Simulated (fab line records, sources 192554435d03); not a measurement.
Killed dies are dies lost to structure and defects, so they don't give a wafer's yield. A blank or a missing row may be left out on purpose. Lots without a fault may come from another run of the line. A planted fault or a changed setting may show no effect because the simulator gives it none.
A struck lot beside a sound one | flow n5_finfet | 43 steps out of a route of 1938
Sound: wafers L142.2, L142.3, L142.6. Struck: wafers L158.1, L158.5. (L158.2 of the same lot was not struck and is left out.) The cause comes at the end.
At each step with rows: each side's tool, then ch and its chambers, then its first start. Under that, the readings that differ: sound wafers | struck wafers | difference of the means | sigmas: that difference in standard deviations of wafers without a fault.
alike: readings whose means differ by less than 2 such deviations, and words and numbers that are the same on both sides. not compared: withheld readings, readings that some wafer has no value for, bounds like >300 that may hide the same value, and numbers for which the record gives no deviation and whose values overlap.
The two part at a step that has a row with sigmas, a row that says differs or no value, or rows on one side only. Numbers that don't overlap but have no deviation are shown without sigmas and don't part them. A reading that every wafer of one side lacks parts them only if that side has two wafers or more.

first, 3 steps without rows for these wafers: N5_SD_EPI_N_ETCH_34 (etches SiARC in CF4, target depth 45.5 nm, time 75.8 s); N5_SD_EPI_N_ETCH_35 (etches SOC in N2/H2, overetch 108 nm, time 486 s); N5_SD_EPI_N_STRIP_36 (strips in N2/H2).
N5_SD_EPI_N_ETCHBACK_44: etches SiNx in CH3F/O2, stops on SiO2, target depth 14.5 nm.
  sound on rie_diel-01 ch 0,1,2, day 4 00:11; struck on rie_diel-01 ch 0, day 7 19:16
  reading            | sound             | struck      | difference | sigmas
  mfc_ar_sccm (sccm) | 149.9 148.7 149.9 | 150.1 151.0 | +1.1       | +2
  alike: drypump_motor_current_A, oes_f_703_au, oes_product_au, rf_vpp_V, showerhead_plenum_p_Torr, throttle_valve_pct
  not compared: rf_hours_counter_h
then, 4 steps without rows for these wafers: N5_SD_EPI_N_ETCH_45 (etches SiOCN in CH3F/O2, target depth 6 nm); N5_SD_EPI_N_ETCH_16 (etches SiO2 in CHF3/O2, target depth 5 nm); N5_SD_EPI_N_STRIP_47 (strips in CHF3/O2); N5_SD_EPI_N_SD_RECESS_17 (chemistry HBr/Cl2/O2, target depth 41 nm, time 23.7 s, bt time 3 s).
N5_SD_EPI_N_STRIP_38: strips in N2/H2.
  sound on plasma_asher-01 ch 0,1, day 4 00:34; struck on plasma_asher-01 ch 0,1, day 7 19:37
  alike: drypump_motor_current_A, heater_power_w, oes_product_au
  not compared: rf_hours_counter_h
then, 3 steps without rows for these wafers: N5_SD_EPI_N_WET_ETCH_43 (etches SiO2 in dHF, time 14 s, target depth 1.5 nm); N5_SD_EPI_N_STRIP_18 (strips in SPM, time 750 s); N5_SD_EPI_N_SRD_20 (time 30 s).
N5_SD_EPI_N_PRECLEAN_48: cleans in NF3:NH3, afs cycles 2, time 20 s, sublimation time 60 s.
  sound on epi_rpcvd-03 ch 0, day 4 00:59; struck on epi_rpcvd-02 ch 0, day 7 19:58
then, 1 step without rows for these wafers: N5_SD_EPI_N_VAPOR_ETCH_50 (etches Si in HCl, time 54 s).
N5_SD_EPI_N_EPI_21: deposits Si:P, time 690 s.
  sound on epi_rpcvd-03 ch 0, day 4 01:45; struck on epi_rpcvd-02 ch 0, day 7 20:31
  reading                                   | sound          | struck    | difference | sigmas
  model.Si-P_of_SD_EPI_N_EPI_21.thk_nm (nm) | 57.6 57.8 57.8 | 41.4 41.4 | -16.3      |
N5_SD_EPI_N_EPI_MEAS_23:
  sound on film_metro-02, day 4 03:12; struck on film_metro-02, day 7 22:15
  reading     | sound          | struck    | difference | sigmas
  thk_nm (nm) | 58.4 57.9 58.3 | 40.0 41.3 | -17.5      | -15
then, 3 steps without rows for these wafers: N5_SD_EPI_N_PRECLEAN_24 (cleans in O3/DIW, time 60 s); N5_SD_EPI_N_SRD_25 (time 30 s); N5_SD_EPI_N_PRECLEAN_49 (cleans in NF3:NH3, afs cycles 1, time 20 s, sublimation time 60 s).
N5_SD_EPI_N_LINER_46: material SiNx, target thk 3 nm.
  sound on ald_sin-03 ch 0,1, day 4 04:03; struck on ald_sin-03 ch 1,2, day 7 22:34
  alike: heater_power_w
N5_SD_EPI_N_INSPECT_26: inspects for defects (darkfield).
  sound on defect_inspect-02, day 4 04:18; struck on defect_inspect-02, day 7 22:48
  alike: raw_defect_count
then, 8 steps without rows for these wafers: N5_SD_EPI_P_COAT_34 (time 60 s, resist thk 350 nm); N5_SD_EPI_P_COAT_35 (time 60 s, resist thk 35 nm); N5_SD_EPI_P_COAT_03 (resist thk 150 nm); N5_SD_EPI_P_EBR_05; N5_SD_EPI_P_SOFTBAKE_04 (time 60 s); N5_SD_EPI_P_EXPOSE_06 (exposes mask SD P BLK, target cd 240 nm); N5_SD_EPI_P_PEB_07 (peb time 60 s); N5_SD_EPI_P_DEVELOP_08 (develop time 30 s).
N5_SD_EPI_P_CD_MEAS_09: target cd 240 nm.
  sound on cd_sem-02 ch 0, day 4 04:35; struck on cd_sem-02 ch 0, day 7 23:12
  alike: cd_nm
N5_SD_EPI_P_OVL_MEAS_10:
  sound on overlay-02 ch 0, day 4 04:37; struck on overlay-02 ch 0, day 7 23:14
  alike: SD_P_BLK_OVL
N5_SD_EPI_P_INSPECT_11: inspects for defects (macro).
  sound on defect_inspect-01, day 4 04:38; struck on defect_inspect-02, day 7 23:16
  alike: raw_defect_count
N5_SD_EPI_P_DESCUM_14: chemistry O2, time 7.9 s.
  sound on rie_diel-02 ch 0,2, day 4 04:57; struck on rie_diel-02 ch 0, day 7 23:20
  alike: drypump_motor_current_A, oes_product_au, rf_vpp_V, showerhead_plenum_p_Torr, throttle_valve_pct
  not compared: rf_hours_counter_h
then, 5 steps without rows for these wafers: N5_SD_EPI_P_ETCH_36 (etches SiARC in CF4, target depth 45.5 nm, time 75.8 s); N5_SD_EPI_P_ETCH_37 (etches SOC in N2/H2, overetch 108 nm, time 486 s); N5_SD_EPI_P_STRIP_38 (strips in N2/H2); N5_SD_EPI_P_ETCHBACK_46 (etches SiNx in CH3F/O2, stops on SiO2, target depth 17.5 nm); N5_SD_EPI_P_ETCH_47 (etches SiOCN in CH3F/O2, target depth 25 nm).
N5_SD_EPI_P_ETCH_16: etches SiO2 in CHF3/O2, target depth 5 nm.
  sound on rie_diel-02 ch 0,2, day 4 05:34; struck on rie_diel-02 ch 0, day 7 23:56
  alike: drypump_motor_current_A, mfc_ar_sccm, oes_f_703_au, oes_product_au, rf_vpp_V, showerhead_plenum_p_Torr, throttle_valve_pct
  not compared: rf_hours_counter_h
then, 3 steps without rows for these wafers: N5_SD_EPI_P_STRIP_50 (strips in CHF3/O2); N5_SD_EPI_P_SD_RECESS_17 (chemistry HBr/Cl2/O2, target depth 39.1 nm, bt time 3 s); N5_SD_EPI_P_WET_ETCH_45 (etches SiO2 in dHF, time 10.7 s, target depth 2 nm, rinse time 30 s).
N5_MOL_CONTACT_COAG_ETCH_15: etches SiNx in CH3F/O2, stops on Si:P, target depth 7 nm.
  sound on rie_diel-04 ch 0,2,3, day 5 14:27; struck on rie_diel-05 ch 2,3, day 9 08:14
  reading                                   | sound          | struck    | difference | sigmas
  oes_f_703_au (a.u.)                       | 0.96 0.85 0.75 | 0.69 0.69 | -0.16      | -3
  oes_product_au (a.u.)                     | 0.69 0.58 0.58 | 0.51 0.50 | -0.11      | -3
  model.Si-P_of_SD_EPI_N_EPI_21.thk_nm (nm) | 56.8 57 57     | 40.8 40.8 | -16.1      |
  alike: drypump_motor_current_A, mfc_ar_sccm, rf_vpp_V, showerhead_plenum_p_Torr, throttle_valve_pct
  not compared: rf_hours_counter_h

WHERE THEY PART
First at N5_SD_EPI_N_ETCHBACK_44; last, within this record, at N5_MOL_CONTACT_COAG_ETCH_15.

WHY: what the simulator had put in
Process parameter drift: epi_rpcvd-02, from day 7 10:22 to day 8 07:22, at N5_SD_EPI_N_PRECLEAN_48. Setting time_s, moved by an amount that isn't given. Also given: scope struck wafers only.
